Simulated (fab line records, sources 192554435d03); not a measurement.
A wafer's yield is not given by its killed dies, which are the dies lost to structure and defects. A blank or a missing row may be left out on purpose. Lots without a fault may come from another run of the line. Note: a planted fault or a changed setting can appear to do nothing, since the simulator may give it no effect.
Split-lot experiment | flow n5_finfet | 21 wafers read across 7 lots, on a route 1938 steps long

## THE SPLIT ITSELF
At N5_BEOL_M0_ETCH_128 (etches SiCN in CF4/N2, target depth 12 nm, overetch 5.1 nm, time 21.4 s), the setting source_w was moved away from the recipe's 430 W on 7 of the 21 wafers read, by -15.0% to +9.7%. This setting was run at the recipe's value on the other wafers.

The split's own step is where the reading is taken.

## THE READING
rf_vpp_V, in V, at N5_BEOL_M0_ETCH_128 (etches SiCN in CF4/N2, target depth 12 nm, overetch 5.1 nm, time 21.4 s). Typical for fault-free wafers on this fab line: 382.4 V, with standard deviation 2 V.

wafer  | tool, chamber at the split | source_w as run, W | against the recipe | rf_vpp_V, V | against lot-mates on the recipe
L075.1 | rie_diel-05, 0             | 402.9              | -6.3%              | 390.9       | +11.4
L075.2 | rie_diel-05, 1             | 402.9              | -6.3%              | 390.3       | +10.8
L075.4 | rie_diel-05, 2             | 430                | recipe             | 379.5       | -
L082.2 | rie_diel-03, 1             | 430                | recipe             | 381.5       | -
L082.3 | rie_diel-03, 0             | 430                | recipe             | 383.6       | -
L082.5 | rie_diel-03, 2             | 365.3              | -15.0%             | 402.8       | +20.2
L085.4 | rie_diel-03, 0             | 430                | recipe             | 386.5       | -
L085.5 | rie_diel-03, 1             | 471.5              | +9.7%              | 371.3       | -15.2
L085.6 | rie_diel-03, 0             | 471.5              | +9.7%              | 374.6       | -11.9
L086.2 | rie_diel-03, 0             | 430                | recipe             | 386.6       | -
L086.3 | rie_diel-03, 3             | 375.9              | -12.6%             | 397.6       | +11.0
L086.4 | rie_diel-03, 0             | 375.9              | -12.6%             | 402.5       | +15.9
L087.1 | rie_diel-05, 2             | 430                | recipe             | 379.1       | -
L087.2 | rie_diel-05, 0             | 430                | recipe             | 382.2       | -
L087.6 | rie_diel-05, 3             | 430                | recipe             | 382.6       | -
L089.1 | rie_diel-05, 1             | 430                | recipe             | 382.3       | -
L089.2 | rie_diel-05, 2             | 430                | recipe             | 379.9       | -
L089.4 | rie_diel-05, 0             | 430                | recipe             | 381.7       | -
L091.1 | rie_diel-05, 3             | 430                | recipe             | 382.6       | -
L091.4 | rie_diel-05, 0             | 430                | recipe             | 380.5       | -
L091.6 | rie_diel-05, 1             | 430                | recipe             | 380.7       | -

FIT RESULTS
A straight line over all 21 wafers: rf_vpp_V changes by -1.27 V for each +1% of source_w; r = -0.96; the points scatter about the line by 2.4 V.
The same after taking each lot's own level away (the mean of its wafers on the recipe; 21 wafers): -1.29 V for each +1%; r = -0.97; scatter 1.9 V.
The reading moves by 19 V for the largest change in source_w, on that fit.
Across the lots, their own levels run from 379.50 to 386.60 V, a range of 3.6 times the standard deviation given above.
Hence the lot-to-lot level has little effect on the slope; both slopes agree.
Check: +19.1 V against its lot-mates is what the line predicts for one of the wafers moved furthest among these (-15.0%) when that wafer is left out of the fit. It came out at +20.2 V against them.
Tool readings at the split's step, against how far the setting was moved: rf_vpp_V r = -0.96.

## THE OTHER SPLITS THESE WAFERS WENT THROUGH
These wafers also went through other splits before the reading. Each is held against what the fit with the lots' levels taken away leaves over:
other split on the same wafers            | wafers away from the commonest value | r with rf_vpp_V (lot level and that fit taken away)
N5_GATE_CUT_HM_DEP_46 time_s              | 6                                    | +0.07
N5_GATE_CUT_COAT_27 spin_rpm              | 7                                    | -0.10
N5_MOL_CONTACT_COAG_VIA_ETCH_46 bias_w    | 4                                    | -0.09
N5_BEOL_M0_SAQP_SPACER1_ALD_98 ald_cycles | 6                                    | -0.17

## THE FILE'S OWN FIT
rf_vpp_V changes by -1.31 V for each +1% of source_w, r = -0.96.
